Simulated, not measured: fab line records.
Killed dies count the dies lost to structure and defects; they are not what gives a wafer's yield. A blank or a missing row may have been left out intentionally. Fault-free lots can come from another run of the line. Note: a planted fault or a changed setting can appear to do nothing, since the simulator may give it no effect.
Matching of chambers / flow n5-finfet / N5_BEOL_M8_ALD_77 on ald-metal-02: 4 sister chambers
The step deposits TaN, target thk 2 nm, pulse time 2 s, purge time 3 s. 4 wafers are shown with their chamber, then 12 later ones without.

== EACH WAFER AND ITS CHAMBER ==
wafer=L085.5; chamber=2; heater-power-w (W)=450
wafer=L090.3; chamber=1; heater-power-w (W)=458
wafer=L090.4; chamber=0; heater-power-w (W)=485
wafer=L090.6; chamber=3; heater-power-w (W)=389

== WAFERS WITHOUT THEIR CHAMBER ==
wafer=L092.2; heater-power-w (W)=450
wafer=L092.3; heater-power-w (W)=377
wafer=L092.4; heater-power-w (W)=470
wafer=L091.2; heater-power-w (W)=465
wafer=L091.3; heater-power-w (W)=477
wafer=L091.5; heater-power-w (W)=440
wafer=L095.3; heater-power-w (W)=449
wafer=L095.4; heater-power-w (W)=472
wafer=L095.5; heater-power-w (W)=493
wafer=L096.3; heater-power-w (W)=456
wafer=L096.5; heater-power-w (W)=395
wafer=L096.6; heater-power-w (W)=492

== THE CHAMBER EACH PASSED THROUGH ==
wafer=L092.2; from the rows above=can't be placed: 2 or 1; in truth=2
wafer=L092.3; from the rows above=3; in truth=3
wafer=L092.4; from the rows above=can't be placed: 1 or 0 or 2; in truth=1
wafer=L091.2; from the rows above=can't be placed: 1 or 2 or 0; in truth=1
wafer=L091.3; from the rows above=can't be placed: 0 or 1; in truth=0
wafer=L091.5; from the rows above=can't be placed: 2 or 1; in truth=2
wafer=L095.3; from the rows above=can't be placed: 2 or 1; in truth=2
wafer=L095.4; from the rows above=can't be placed: 0 or 1 or 2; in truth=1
wafer=L095.5; from the rows above=0; in truth=0
wafer=L096.3; from the rows above=can't be placed: 1 or 2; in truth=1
wafer=L096.5; from the rows above=3; in truth=3
wafer=L096.6; from the rows above=0; in truth=0
Correct placement for 4 of the 12. Can't be placed from these rows: 8 (the true chamber is among the candidates in 8). Placed wrongly: 0.
How it was worked out, from the rows above alone: a wafer's distance from a chamber is the root of the sum, over the readings, of the square of ((its reading less the chamber's mean) divided by the reading's scatter). The wafer belongs to the nearest chamber; if the next one is less than 2 further off, it can't be placed. For every chamber, the mean is computed from those of its wafers that are shown. The scatter (one wafer shown for each chamber): square how far every hidden wafer sits from the nearest shown wafer, average those squares and take the square root.
